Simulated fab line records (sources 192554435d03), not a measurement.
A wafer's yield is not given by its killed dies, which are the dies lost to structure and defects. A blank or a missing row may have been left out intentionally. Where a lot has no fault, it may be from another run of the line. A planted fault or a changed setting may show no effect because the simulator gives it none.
fab line records	flow n5-finfet
record: lots: 24	wafers: 72	last-day: 18
route steps=1938 shown BEOL_M14@1762 BEOL_M15@1789 MIM_BOT@1832
lots that met no fault: taken from a fault-free run of the same line
start-h: the number of hours between the record's first day and the start of the first shown wafer of the lot	wait-h: hours since the lot's step before	" as in the row above	L1.1+2: one row covering several wafers at once	- no value, or no start was given	* or withheld: withheld	< > ~ a bound
route shown NAME@n: a module of which the file shows steps, and the number in the route of the first	usual: average and standard deviation across the fault-free wafers	same: alike in all rows	chamber/n: place in a boat	sites: the reading at each site	_std_site: standard deviation across them	_edge_site: outer sites' mean less inner sites'	radius-mm: for every site, how far away it sits from the centre of the wafer	mask NAME#n: copy n	behind: the most recent tool/chamber to have shaped the wafer	hold: cause of the lot's hold/its duration in hours/its outcome	device: transistor that didn't switch, given as n, p or np	end of line: the route-end tests of the same wafers	where a step has no rows: the recipe by itself	killed: dies that structure and defects cost at the first sort, which is not the same as the wafer's yield	map: a wafer's dies, marking killed ones x, the rest . and places with no die _
set.NAME: the setting as run; set.NAME@STEP: as run at that earlier step	model.NAME: the simulator's own value behind a step, which no gauge read
steps of the route over a sample of lots; a table a step, a row a wafer
services: from which hour (start-h, from the record's first day; less than 0 if before it) a tool's chamber was out of use, for how many hours, and why
== steps ==
step: N5_BEOL_M14_SPUTTER_43
recipe: material: TaN	target-thk-a: 150	temp-c: 50	bias-v: 168.6	power-w: 15000	chamber-pressure-pa: 0.12	time-s: 24.19
usual: throttle-valve-pct: 29.8/0.94
lot.wafer	tool	chamber	start-h	wait-h	throttle-valve-pct
L076.1	pvd-sputter-02	-	242.99	0.0	29.6
L076.4	"	-	"	"	28.8
L076.6	"	-	"	"	28.7
L074.2	pvd-sputter-01	-	246.42	0.0	30.5
L074.3	"	-	"	"	30.9
L074.6	"	-	"	"	29.4
L077.2	pvd-sputter-01	-	257.99	0.0	29.5
L077.5	"	-	"	"	30.4
L077.6	"	-	"	"	29.5
L075.2	pvd-sputter-01	-	258.43	0.0	30.0
L075.5	"	-	"	"	29.6
L075.6	"	-	"	"	29.9
L078.1	pvd-sputter-03	-	258.77	0.0	29.6
L078.3	"	-	"	"	30.5
L078.5	"	-	"	"	29.5
L079.1	pvd-sputter-02	-	274.42	0.0	29.2
L079.2	"	-	"	"	28.5
L079.4	"	-	"	"	29.3
L080.1	pvd-sputter-03	-	281.01	0.0	29.8
L080.3	"	-	"	"	28.6
L080.4	"	-	"	"	30.5
L082.2	pvd-sputter-02	-	292.73	0.0	29.3
L082.4	"	-	"	"	28.4
L082.6	"	-	"	"	28.7
L081.1	pvd-sputter-03	-	295.41	0.0	32.0
L081.3	"	-	"	"	28.4
L081.5	"	-	"	"	29.8
L084.3	pvd-sputter-02	-	307.87	0.0	29.6
L084.4	"	-	"	"	29.2
L084.5	"	-	"	"	29.4
L083.1	pvd-sputter-02	-	308.76	0.0	28.6
L083.5	"	-	"	"	29.2
L083.6	"	-	"	"	29.4
L086.1	pvd-sputter-02	-	316.07	0.0	29.3
L086.2	"	-	"	"	29.6
L086.5	"	-	"	"	29.2
L085.1	pvd-sputter-01	-	320.87	0.0	29.8
L085.4	"	-	"	"	30.4
L085.5	"	-	"	"	30.2
L088.2	pvd-sputter-01	-	325.53	0.0	31.4
L088.3	"	-	"	"	30.4
L088.5	"	-	"	"	31.3
L087.3	pvd-sputter-03	-	325.87	0.0	31.6
L087.4	"	-	"	"	29.5
L087.6	"	-	"	"	31.7
L089.1	pvd-sputter-01	-	341.34	0.0	30.1
L089.2	"	-	"	"	30.3
L089.4	"	-	"	"	31.5
L090.3	pvd-sputter-01	-	354.61	0.0	29.6
L090.4	"	-	"	"	30.2
L090.6	"	-	"	"	30.0
L091.1	pvd-sputter-02	-	354.63	0.0	29.2
L091.3	"	-	"	"	28.6
L091.4	"	-	"	"	29.7
L092.2	pvd-sputter-02	-	360.95	0.0	29.1
L092.4	"	-	"	"	29.4
L092.6	"	-	"	"	28.7
L093.2	pvd-sputter-01	-	372.84	0.0	30.0
L093.5	"	-	"	"	31.1
L093.6	"	-	"	"	30.2
L096.2	pvd-sputter-03	-	378.18	0.0	29.8
L096.3	"	-	"	"	31.6
L096.4	"	-	"	"	30.6
L094.1	pvd-sputter-01	-	383.01	0.0	30.4
L094.4	"	-	"	"	31.4
L094.6	"	-	"	"	30.1
L095.1	pvd-sputter-03	-	383.58	0.0	30.5
L095.3	"	-	"	"	31.8
L095.4	"	-	"	"	29.8
L097.1	pvd-sputter-02	-	399.01	0.0	29.5
L097.2	"	-	"	"	29.4
L097.6	"	-	"	"	29.3
step: N5_BEOL_M15_STRIP_63
recipe: chemistry: O2	power-w: 600	temp-c: 60	pressure-mtorr: 30	rf-frequency-hz: 6e+07	bias-power-w: 0	overash-fraction: 0.3	o2-flow-sccm: 225
usual: drypump-motor-current-A: 5.9/0.55	o2-flow-sccm: 225.1/0.69	oes-product-au: 0.83/0.084	rf-vpp-V: 3.6/0.73	showerhead-plenum-p-Torr: 2.11/0.072	throttle-valve-pct: 16.59/0.24
lot.wafer	tool	chamber	start-h	wait-h	drypump-motor-current-A	o2-flow-sccm	oes-product-au	rf-hours-counter-h	rf-vpp-V	showerhead-plenum-p-Torr	throttle-valve-pct
L076.1	rie-diel-02	0	-	-	5.1	224.9	0.98	11	4.3	2.22	16.30
L076.4	"	2	"	"	6.7	225.2	0.82	93	3.5	2.11	16.92
L076.6	"	2	"	"	6.7	225.5	0.82	-	5.0	2.11	16.95
L074.2	rie-diel-05	1	-	-	5.6	224.6	0.76	158	2.6	2.02	16.63
L074.3	"	2	"	"	6.5	224.7	0.87	55	2.6	2.06	16.66
L074.6	"	3	"	"	6.4	225.5	0.77	-	3.8	2.02	16.64
L077.2	rie-diel-02	1	-	-	6.1	224.8	0.89	22	3.0	2.04	16.50
L077.5	"	0	"	"	5.0	226.1	0.97	-	2.4	2.22	16.33
L077.6	"	3	"	"	6.5	225.2	0.76	-	4.3	2.08	16.78
L075.2	rie-diel-04	2	-	-	5.7	224.6	0.67	266	3.2	2.15	16.81
L075.5	"	1	"	"	5.3	225.3	0.94	-	4.7	2.13	16.15
L075.6	"	3	"	"	5.5	225.1	0.89	-	5.5	2.25	16.36
L078.1	rie-diel-04	3	-	-	5.5	225.7	0.89	38	3.6	2.25	16.38
L078.3	"	1	"	"	5.3	225.8	0.95	5	2.9	2.13	16.13
L078.5	"	1	"	"	5.3	224.5	0.95	-	2.5	2.13	16.12
L079.1	rie-diel-02	0	-	-	5.1	226.8	0.96	20	4.3	2.22	16.33
L079.2	"	2	"	"	6.8	224.0	0.80	103	4.6	2.10	16.93
L079.4	"	1	"	"	6.2	226.0	0.89	28	4.4	2.04	16.49
L080.1	rie-diel-02	1	-	-	6.2	225.9	0.86	29	3.7	2.04	16.48
L080.3	"	2	"	"	6.7	225.2	0.78	105	3.7	2.10	16.94
L080.4	"	0	"	"	5.0	225.0	0.95	22	3.8	2.22	16.33
L082.2	rie-diel-04	0	-	-	5.4	225.2	0.90	25	3.9	2.13	16.77
L082.4	"	1	"	"	5.3	224.7	0.91	15	3.0	2.13	16.17
L082.6	"	2	"	"	5.7	225.8	1.01	-	3.4	2.15	16.25
L081.1	rie-diel-05	3	-	-	6.3	225.5	0.76	133	3.3	2.01	16.62
L081.3	"	1	"	"	5.6	222.9	0.74	171	3.5	2.01	16.63
L081.5	"	3	"	"	6.3	224.9	0.76	-	4.4	2.01	16.66
L084.3	rie-diel-05	3	-	-	6.3	223.7	0.76	137	3.9	2.01	16.63
L084.4	"	0	"	"	5.4	224.9	0.68	246	4.6	2.14	16.66
L084.5	"	1	"	"	5.6	225.1	0.73	-	4.3	2.01	16.66
L083.1	rie-diel-05	2	-	-	6.5	226.7	0.86	72	3.3	2.05	16.67
L083.5	"	1	"	"	5.6	224.4	0.74	-	3.5	2.01	16.64
L083.6	"	0	"	"	5.4	225.7	0.69	-	1.9	2.14	16.68
L086.1	rie-diel-02	2	-	-	6.7	224.0	0.78	116	3.9	2.10	16.97
L086.2	"	1	"	"	6.2	225.1	0.85	40	4.5	2.04	16.53
L086.5	"	2	"	"	6.7	224.5	0.78	-	3.5	2.10	16.96
L085.1	rie-diel-04	3	-	-	5.5	223.9	0.86	59	4.4	2.24	16.40
L085.4	"	2	"	"	5.7	226.2	0.98	8	4.8	2.15	16.30
L085.5	"	3	"	"	5.5	224.6	0.88	-	3.4	2.24	16.41
L088.2	rie-diel-02	2	-	-	6.7	226.2	0.79	118	4.4	2.10	16.97
L088.3	"	3	"	"	6.5	225.9	0.74	199	3.9	2.07	16.86
L088.5	"	2	"	"	6.7	224.6	0.78	-	4.2	2.10	16.99
L087.3	rie-diel-02	3	-	-	6.4	223.7	0.73	200	3.8	2.07	16.84
L087.4	"	3	"	"	6.4	224.0	0.72	-	3.9	2.07	16.86
L087.6	"	1	"	"	6.2	225.0	0.86	-	2.6	2.04	16.55
L089.1	rie-diel-02	2	-	-	6.7	224.9	0.78	124	3.8	2.10	17.00
L089.2	"	0	"	"	5.0	225.7	0.92	37	3.8	2.21	16.35
L089.4	"	1	"	"	6.2	225.7	0.85	48	2.5	2.03	16.54
L090.3	rie-diel-04	0	-	-	5.4	224.4	0.87	42	3.1	2.12	16.76
L090.4	"	1	"	"	5.4	225.0	0.88	32	3.0	2.12	16.20
L090.6	"	3	"	"	5.5	226.1	0.85	-	2.0	2.24	16.42
L091.1	rie-diel-05	1	-	-	5.6	226.4	0.72	192	3.2	2.01	16.68
L091.3	"	0	"	"	5.4	224.1	0.98	4	4.8	2.14	16.23
L091.4	"	0	"	"	5.4	224.7	0.96	-	4.1	2.14	16.23
L092.2	rie-diel-04	2	-	-	5.7	225.5	0.93	20	2.7	2.14	16.30
L092.4	"	0	"	"	5.4	225.2	0.87	44	3.3	2.12	16.77
L092.6	"	0	"	"	5.4	224.2	0.86	-	4.2	2.12	16.75
L093.2	rie-diel-04	0	-	-	5.4	225.9	0.86	47	3.1	2.12	16.77
L093.5	"	3	"	"	5.5	226.0	0.84	-	2.5	2.24	16.43
L093.6	"	2	"	"	5.7	224.3	0.92	-	3.5	2.14	16.31
L096.2	rie-diel-02	1	-	-	6.2	225.5	0.83	59	4.8	2.03	16.57
L096.3	"	2	"	"	6.7	224.1	0.77	135	3.9	2.09	16.99
L096.4	"	0	"	"	5.1	224.9	0.91	49	4.3	2.21	16.36
L094.1	rie-diel-05	1	-	-	5.6	224.7	0.71	203	3.1	2.00	16.70
L094.4	"	2	"	"	6.5	224.4	0.82	-	3.7	2.04	16.77
L094.6	"	0	"	"	5.4	224.8	0.92	-	3.5	2.14	16.24
L095.1	rie-diel-05	2	-	-	6.5	224.6	0.82	101	5.3	2.04	16.77
L095.3	"	0	"	"	5.4	224.8	0.93	15	3.8	2.14	16.24
L095.4	"	3	"	"	6.3	224.3	0.76	148	3.8	2.01	16.68
L097.1	rie-diel-02	0	-	-	5.0	224.8	0.89	57	3.8	2.21	16.40
L097.2	"	1	"	"	6.1	224.7	0.83	67	3.3	2.03	16.58
L097.6	"	0	"	"	5.0	224.5	0.89	-	3.2	2.21	16.39
step: N5_BEOL_M15_CD_MEAS_17
recipe: target-cd-nm: 360	polarity: opening
usual: cd-nm: 361.6/1.9
lot.wafer	tool	chamber	start-h	wait-h	cd-nm
L076.1	cd-sem-01	-	245.51	0.0	363.7
L076.4	"	-	"	"	359.7
L076.6	"	-	"	"	360.8
L074.2	cd-sem-02	-	248.95	0.0	361.4
L074.3	"	-	"	"	364.1
L074.6	"	-	"	"	361.6
L077.2	cd-sem-01	-	260.94	0.0	360.2
L077.5	"	-	"	"	361.7
L077.6	"	-	"	"	359.2
L075.2	cd-sem-01	-	260.98	0.0	362.0
L075.5	"	-	"	"	359.4
L075.6	"	-	"	"	361.4
L078.1	cd-sem-01	-	261.39	0.0	360.4
L078.3	"	-	"	"	361.8
L078.5	"	-	"	"	362.2
L079.1	cd-sem-01	-	276.83	0.0	363.7
L079.2	"	-	"	"	363.0
L079.4	"	-	"	"	362.3
L080.1	cd-sem-03	-	283.40	0.0	365.1
L080.3	"	-	"	"	361.9
L080.4	"	-	"	"	363.3
L082.2	cd-sem-03	-	295.26	0.0	359.1
L082.4	"	-	"	"	364.7
L082.6	"	-	"	"	359.6
L081.1	cd-sem-01	-	297.92	0.0	359.9
L081.3	"	-	"	"	362.4
L081.5	"	-	"	"	360.5
L084.3	cd-sem-02	-	310.39	0.0	359.8
L084.4	"	-	"	"	360.8
L084.5	"	-	"	"	362.1
L083.1	cd-sem-01	-	311.47	0.0	361.5
L083.5	"	-	"	"	360.5
L083.6	"	-	"	"	361.9
L086.1	cd-sem-02	-	318.96	0.0	362.4
L086.2	"	-	"	"	361.2
L086.5	"	-	"	"	360.2
L085.1	cd-sem-01	-	323.41	0.0	363.7
L085.4	"	-	"	"	362.0
L085.5	"	-	"	"	363.8
L088.2	cd-sem-02	-	327.92	0.0	358.9
L088.3	"	-	"	"	361.8
L088.5	"	-	"	"	361.1
L087.3	cd-sem-01	-	328.90	0.0	359.9
L087.4	"	-	"	"	362.4
L087.6	"	-	"	"	363.0
L089.1	cd-sem-03	-	343.73	0.0	359.9
L089.2	"	-	"	"	359.8
L089.4	"	-	"	"	360.7
L090.3	cd-sem-02	-	357.01	0.0	359.9
L090.4	"	-	"	"	362.4
L090.6	"	-	"	"	360.8
L091.1	cd-sem-03	-	357.28	0.0	366.0
L091.3	"	-	"	"	365.7
L091.4	"	-	"	"	366.0
L092.2	cd-sem-02	-	364.04	0.0	362.0
L092.4	"	-	"	"	364.5
L092.6	"	-	"	"	363.3
L093.2	cd-sem-01	-	375.36	0.0	360.0
L093.5	"	-	"	"	360.7
L093.6	"	-	"	"	362.8
L096.2	cd-sem-02	-	380.84	0.0	360.2
L096.3	"	-	"	"	361.4
L096.4	"	-	"	"	362.8
L094.1	cd-sem-03	-	385.56	0.0	359.8
L094.4	"	-	"	"	362.3
L094.6	"	-	"	"	361.2
L095.1	cd-sem-01	-	386.51	0.0	363.1
L095.3	"	-	"	"	358.6
L095.4	"	-	"	"	362.0
L097.1	cd-sem-03	-	401.58	0.0	362.0
L097.2	"	-	"	"	359.7
L097.6	"	-	"	"	362.3
step: N5_BEOL_M15_PRE_CLEAN_42
recipe: gas: H2/He	time-s: 30	temp-c: 300
usual: heater-power-w: 470/36
lot.wafer	tool	chamber	start-h	wait-h	heater-power-w
L076.1	pvd-sputter-01	-	248.33	0.0	491
L076.4	"	-	"	"	427
L076.6	"	-	"	"	437
L074.2	pvd-sputter-01	-	253.53	0.0	414
L074.3	"	-	"	"	497
L074.6	"	-	"	"	496
L077.2	pvd-sputter-02	-	265.26	0.0	516
L077.5	"	-	"	"	519
L077.6	"	-	"	"	462
L075.2	pvd-sputter-02	-	266.00	0.0	456
L075.5	"	-	"	"	458
L075.6	"	-	"	"	514
L078.1	pvd-sputter-01	-	266.69	0.0	434
L078.3	"	-	"	"	412
L078.5	"	-	"	"	410
L079.1	pvd-sputter-01	-	281.00	0.0	510
L079.2	"	-	"	"	417
L079.4	"	-	"	"	548
L080.1	pvd-sputter-02	-	289.01	0.0	514
L080.3	"	-	"	"	459
L080.4	"	-	"	"	433
L082.2	pvd-sputter-01	-	297.78	0.0	488
L082.4	"	-	"	"	411
L082.6	"	-	"	"	505
L081.1	pvd-sputter-02	-	300.03	0.0	454
L081.3	"	-	"	"	507
L081.5	"	-	"	"	457
L084.3	pvd-sputter-02	-	316.53	0.0	466
L084.4	"	-	"	"	431
L084.5	"	-	"	"	452
L083.1	pvd-sputter-03	-	318.61	0.0	465
L083.5	"	-	"	"	449
L083.6	"	-	"	"	438
L086.1	pvd-sputter-02	-	321.16	0.0	530
L086.2	"	-	"	"	465
L086.5	"	-	"	"	446
L085.1	pvd-sputter-02	-	325.74	0.0	521
L085.4	"	-	"	"	462
L085.5	"	-	"	"	462
L088.2	pvd-sputter-03	-	332.94	0.0	433
L088.3	"	-	"	"	492
L088.5	"	-	"	"	490
L087.3	pvd-sputter-01	-	333.29	0.0	494
L087.4	"	-	"	"	435
L087.6	"	-	"	"	487
L089.1	pvd-sputter-02	-	348.87	0.0	518
L089.2	"	-	"	"	431
L089.4	"	-	"	"	453
L090.3	pvd-sputter-02	-	360.47	0.0	509
L090.4	"	-	"	"	469
L090.6	"	-	"	"	468
L091.1	pvd-sputter-03	-	360.58	0.0	455
L091.3	"	-	"	"	478
L091.4	"	-	"	"	451
L092.2	pvd-sputter-02	-	366.51	0.0	518
L092.4	"	-	"	"	436
L092.6	"	-	"	"	429
L093.2	pvd-sputter-03	-	377.74	0.0	488
L093.5	"	-	"	"	461
L093.6	"	-	"	"	493
L096.2	pvd-sputter-02	-	382.91	0.0	482
L096.3	"	-	"	"	464
L096.4	"	-	"	"	508
L094.1	pvd-sputter-02	-	387.48	0.0	452
L094.4	"	-	"	"	513
L094.6	"	-	"	"	461
L095.1	pvd-sputter-02	-	388.35	0.0	445
L095.3	"	-	"	"	520
L095.4	"	-	"	"	461
L097.1	pvd-sputter-02	-	404.37	0.0	435
L097.2	"	-	"	"	469
L097.6	"	-	"	"	513
step: N5_BEOL_M15_ANNEAL_48
recipe: temp-c: 225	time-s: 90	ambient: N2
usual: wafer_temp_C_max: 226.03/0.25
lot.wafer	tool	chamber	start-h	wait-h	wafer_temp_C_max
L076.1	rtp-anneal-02	0	248.93	0.2	225.98
L076.4	"	0	"	"	226.00
L076.6	"	0	"	"	226.26
L074.2	rtp-anneal-01	0	254.13	0.2	226.28
L074.3	"	0	"	"	225.58
L074.6	"	0	"	"	225.49
L077.2	rtp-anneal-01	0	265.90	0.2	225.97
L077.5	"	0	"	"	225.96
L077.6	"	0	"	"	226.17
L075.2	rtp-anneal-02	0	266.80	0.4	225.80
L075.5	"	0	"	"	226.10
L075.6	"	0	"	"	226.06
L078.1	rtp-anneal-01	0	267.70	0.6	226.11
L078.3	"	0	"	"	225.50
L078.5	"	0	"	"	225.98
L079.1	rtp-anneal-01	0	281.56	0.2	225.84
L079.2	"	0	"	"	226.41
L079.4	"	0	"	"	225.83
L080.1	rtp-anneal-02	0	289.57	0.2	225.97
L080.3	"	0	"	"	226.24
L080.4	"	0	"	"	225.73
L082.2	rtp-anneal-01	0	298.39	0.2	225.88
L082.4	"	0	"	"	225.59
L082.6	"	0	"	"	225.91
L081.1	rtp-anneal-02	0	300.61	0.2	226.30
L081.3	"	0	"	"	226.75
L081.5	"	0	"	"	226.57
L084.3	rtp-anneal-02	0	317.24	0.2	226.18
L084.4	"	0	"	"	225.90
L084.5	"	0	"	"	225.94
L083.1	rtp-anneal-02	0	319.17	0.2	225.87
L083.5	"	0	"	"	226.01
L083.6	"	0	"	"	225.74
L086.1	rtp-anneal-02	0	321.78	0.2	226.50
L086.2	"	0	"	"	226.51
L086.5	"	0	"	"	226.09
L085.1	rtp-anneal-02	0	326.30	0.2	226.11
L085.4	"	0	"	"	225.73
L085.5	"	0	"	"	225.87
L088.2	rtp-anneal-02	0	334.37	1.0	226.20
L088.3	"	0	"	"	226.25
L088.5	"	0	"	"	226.68
L087.3	rtp-anneal-01	0	334.56	0.8	225.96
L087.4	"	0	"	"	226.07
L087.6	"	0	"	"	225.96
L089.1	rtp-anneal-01	0	350.31	1.0	226.02
L089.2	"	0	"	"	226.01
L089.4	"	0	"	"	225.78
L090.3	rtp-anneal-01	0	361.21	0.3	226.57
L090.4	"	0	"	"	225.95
L090.6	"	0	"	"	226.43
L091.1	rtp-anneal-02	0	361.37	0.4	225.92
L091.3	"	0	"	"	226.15
L091.4	"	0	"	"	225.97
L092.2	rtp-anneal-02	0	367.20	0.3	225.90
L092.4	"	0	"	"	225.75
L092.6	"	0	"	"	226.01
L093.2	rtp-anneal-02	0	378.35	0.2	226.25
L093.5	"	0	"	"	226.38
L093.6	"	0	"	"	225.83
L096.2	rtp-anneal-02	0	383.52	0.2	225.62
L096.3	"	0	"	"	225.82
L096.4	"	0	"	"	226.08
L094.1	rtp-anneal-02	0	388.35	0.5	226.23
L094.4	"	0	"	"	226.17
L094.6	"	0	"	"	226.32
L095.1	rtp-anneal-02	0	388.91	0.2	226.19
L095.3	"	0	"	"	225.95
L095.4	"	0	"	"	226.01
L097.1	rtp-anneal-02	0	404.98	0.2	225.99
L097.2	"	0	"	"	225.76
L097.6	"	0	"	"	226.08
step: N5_MIM_BOT_DEGAS_01
recipe: ambient: vacuum	temp-c: 300	time-s: 60
usual: heater-power-w: 467/42
lot.wafer	tool	chamber	start-h	wait-h	heater-power-w
L076.1	pvd-sputter-03	-	252.38	1.6	443
L076.4	"	-	"	"	463
L076.6	"	-	"	"	491
L074.2	pvd-sputter-02	-	256.69	0.8	439
L074.3	"	-	"	"	467
L074.6	"	-	"	"	461
L077.2	pvd-sputter-01	-	269.34	1.7	534
L077.5	"	-	"	"	428
L077.6	"	-	"	"	488
L075.2	pvd-sputter-01	-	269.56	1.0	409
L075.5	"	-	"	"	530
L075.6	"	-	"	"	407
L078.1	pvd-sputter-01	-	269.96	0.5	542
L078.3	"	-	"	"	431
L078.5	"	-	"	"	408
L079.1	pvd-sputter-01	-	284.25	0.9	434
L079.2	"	-	"	"	504
L079.4	"	-	"	"	528
L080.1	pvd-sputter-02	-	292.11	0.8	437
L080.3	"	-	"	"	459
L080.4	"	-	"	"	453
L082.2	pvd-sputter-01	-	300.39	0.3	542
L082.4	"	-	"	"	429
L082.6	"	-	"	"	537
L081.1	pvd-sputter-03	-	303.23	0.9	451
L081.3	"	-	"	"	456
L081.5	"	-	"	"	465
L084.3	pvd-sputter-02	-	318.98	0.1	465
L084.4	"	-	"	"	462
L084.5	"	-	"	"	453
L083.1	pvd-sputter-01	-	321.15	0.2	502
L083.5	"	-	"	"	544
L083.6	"	-	"	"	407
L086.1	pvd-sputter-03	-	325.23	1.7	499
L086.2	"	-	"	"	443
L086.5	"	-	"	"	441
L085.1	pvd-sputter-03	-	328.20	0.1	453
L085.4	"	-	"	"	452
L085.5	"	-	"	"	429
L088.2	pvd-sputter-01	-	336.15	0.1	498
L088.3	"	-	"	"	427
L088.5	"	-	"	"	405
L087.3	pvd-sputter-02	-	336.46	0.2	470
L087.4	"	-	"	"	511
L087.6	"	-	"	"	429
L089.1	pvd-sputter-03	-	353.18	1.1	440
L089.2	"	-	"	"	463
L089.4	"	-	"	"	488
L090.3	pvd-sputter-02	-	363.51	0.5	429
L090.4	"	-	"	"	522
L090.6	"	-	"	"	460
L091.1	pvd-sputter-02	-	363.63	0.4	429
L091.3	"	-	"	"	460
L091.4	"	-	"	"	465
L092.2	pvd-sputter-01	-	369.64	0.7	495
L092.4	"	-	"	"	411
L092.6	"	-	"	"	414
L093.2	pvd-sputter-03	-	380.98	0.9	443
L093.5	"	-	"	"	454
L093.6	"	-	"	"	440
L096.2	pvd-sputter-01	-	386.98	1.8	437
L096.3	"	-	"	"	412
L096.4	"	-	"	"	487
L094.1	pvd-sputter-02	-	390.55	0.4	467
L094.4	"	-	"	"	517
L094.6	"	-	"	"	472
L095.1	pvd-sputter-01	-	390.86	0.2	546
L095.3	"	-	"	"	435
L095.4	"	-	"	"	488
L097.1	pvd-sputter-01	-	407.82	0.7	406
L097.2	"	-	"	"	506
L097.6	"	-	"	"	502
== services ==
tool	chamber	start-h	hours	kind
rie-diel-04	1	220.95	-	clean
rie-diel-04	1	220.95	-	consumable-replace:focus-ring
rie-diel-04	1	220.95	21.6	scheduled-down
rie-diel-04	1	220.95	21.6	vent-cycle
rie-diel-04	2	265.06	-	clean
rie-diel-04	2	265.06	-	consumable-replace:focus-ring
rie-diel-04	2	265.06	27.9	scheduled-down
rie-diel-04	2	265.06	27.9	vent-cycle
pvd-sputter-01	-	310.44	9.1	repair
rie-diel-02	0	324.30	6.3	repair
rie-diel-05	0	324.47	-	clean
rie-diel-05	0	324.47	-	consumable-replace:focus-ring
rie-diel-05	0	324.47	21.5	scheduled-down
rie-diel-05	0	324.47	21.5	vent-cycle
pvd-sputter-03	-	336.33	4.2	repair
rie-diel-02	-	401.95	1.9	repair
rie-diel-04	0	403.27	6.2	repair
rie-diel-04	3	406.70	9.0	repair
== key ==
fault none
